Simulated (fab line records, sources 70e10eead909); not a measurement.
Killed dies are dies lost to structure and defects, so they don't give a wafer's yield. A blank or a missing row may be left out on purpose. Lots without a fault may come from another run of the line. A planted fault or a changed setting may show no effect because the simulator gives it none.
Which tool did it? | flow nand_harc | 11 lots, 33 wafers sampled, at 5 steps of a route of 1159

WHAT THE GAUGES READ, wafer by wafer
NHARC_P_GATE_CD_MEAS_26: target cd 120 nm.
lot  | measured     | on        | cd_nm (nm)
L103 | day 4 21:34  | cd_sem-01 | 121.9 120.4 119.7
L105 | day 5 13:10  | cd_sem-02 | 147.3 147.3 147.3
L107 | day 5 17:50  | cd_sem-01 | 147.5 146.8 148.6
L106 | day 5 18:49  | cd_sem-01 | 119.7 120.3 121.4
L110 | day 6 12:10  | cd_sem-03 | 148.3 148.1 148.5
L115 | day 8 00:58  | cd_sem-01 | 121.1 121.1 120.8
L118 | day 8 20:09  | cd_sem-02 | 119.8 120.2 120.6
L120 | day 9 07:10  | cd_sem-01 | 120.2 120.3 120.0
L121 | day 9 06:29  | cd_sem-02 | 120.8 120.6 120.7
L122 | day 10 00:31 | cd_sem-02 | 119.1 119.1 120.4
L124 | day 10 07:03 | cd_sem-02 | 120.1 120.5 119.6

WHICH TOOL RAN EACH LOT (tool, then ch and the chambers of the sampled wafers, then the start)
lot  | NHARC_P_STI_ETCH_42               | NHARC_P_STI_ETCH_15             | NHARC_P_GATE_DESCUM_13            | NHARC_P_GATE_PEB_24
L103 | rie_diel-09 ch 0,1,2, day 2 14:12 | rie_si-03 ch 0,1,3, day 2 14:25 | rie_diel-04 ch 1,2,3, day 4 05:31 | litho_track-06 ch 0, day 4 21:29
L105 | rie_diel-09 ch 1,2, day 3 06:51   | rie_si-01 ch 0,2, day 3 07:05   | rie_diel-02 ch 0,1, day 4 21:24   | litho_track-06 ch 0, day 5 13:05
L107 | rie_diel-03 ch 1,2,3, day 3 14:14 | rie_si-03 ch 1,2, day 3 14:24   | rie_diel-04 ch 2,3, day 5 04:22   | litho_track-06 ch 0, day 5 17:45
L106 | rie_diel-09 ch 2,3, day 3 14:23   | rie_si-01 ch 0,3, day 3 14:35   | rie_diel-08 ch 1,3, day 5 04:14   | litho_track-04 ch 0, day 5 18:44
L110 | rie_diel-03 ch 0,3, day 4 12:26   | rie_si-05 ch 0,2,3, day 4 12:38 | rie_diel-08 ch 1,2, day 5 22:01   | litho_track-06 ch 0, day 6 12:05
L115 | rie_diel-03 ch 0,2, day 5 17:34   | rie_si-01 ch 0,1,3, day 5 17:46 | rie_diel-04 ch 1,2, day 7 07:46   | litho_track-04 ch 0, day 8 00:53
L118 | rie_diel-03 ch 0,1,3, day 6 12:42 | rie_si-05 ch 0,2,3, day 6 12:55 | rie_diel-02 ch 1,2,3, day 8 03:35 | litho_track-06 ch 0, day 8 20:04
L120 | rie_diel-03 ch 1,2, day 7 00:17   | rie_si-01 ch 0,2,3, day 7 00:29 | rie_diel-02 ch 0,2, day 8 16:26   | litho_track-06 ch 0, day 9 07:05
L121 | rie_diel-09 ch 1,2, day 7 05:10   | rie_si-01 ch 1,2,3, day 7 05:22 | rie_diel-08 ch 0,2,3, day 8 16:24 | litho_track-04 ch 0, day 9 06:24
L122 | rie_diel-03 ch 2,3, day 7 15:40   | rie_si-05 ch 0,1,3, day 7 15:52 | rie_diel-08 ch 0,1,2, day 9 08:53 | litho_track-06 ch 0, day 10 00:25
L124 | rie_diel-09 ch 1,2, day 8 02:35   | rie_si-01 ch 1,2, day 8 02:47   | rie_diel-04 ch 1,2, day 9 16:16   | litho_track-06 ch 0, day 10 06:58
- NHARC_P_STI_ETCH_42: etches the open film in N2/H2, target depth 80 nm, overetch 24 nm, time 61 s.
- NHARC_P_STI_ETCH_15: etches the open film in HBr/Cl2, target depth 300 nm, time 100.1 s.
- NHARC_P_GATE_DESCUM_13: chemistry O2, time 3 s.
- NHARC_P_GATE_PEB_24: peb time 65 s.

THE ANSWER, worked out from the rows above alone
Rule: what is usual is taken from the lots themselves. Put in order of their means at a reading, lots are off if they are a third of the lots or fewer, leave a main group of 4 or more, and stand apart from it by a gap of 3 or more times the standard deviation of the main group's means; of several such gaps the widest counts. A main group whose means are all the same, to the digits that the tables above print for the reading, isn't used. A lot without any number at a reading at which 4 lots or more have one is off too. The other lots that the step has rows for count as sound.
Off: L105, L107, L110, at NHARC_P_GATE_CD_MEAS_26 (cd_nm). The main group: mean 120.3 nm, standard deviation 0.43.
A tool fits if, at a process step before that reading, it ran every lot that is off, and no sound lot after the first of them. The gauges at NHARC_P_GATE_CD_MEAS_26 are tried like those tools. None of those tried fits.

WHAT THE SIMULATOR HAD PUT IN
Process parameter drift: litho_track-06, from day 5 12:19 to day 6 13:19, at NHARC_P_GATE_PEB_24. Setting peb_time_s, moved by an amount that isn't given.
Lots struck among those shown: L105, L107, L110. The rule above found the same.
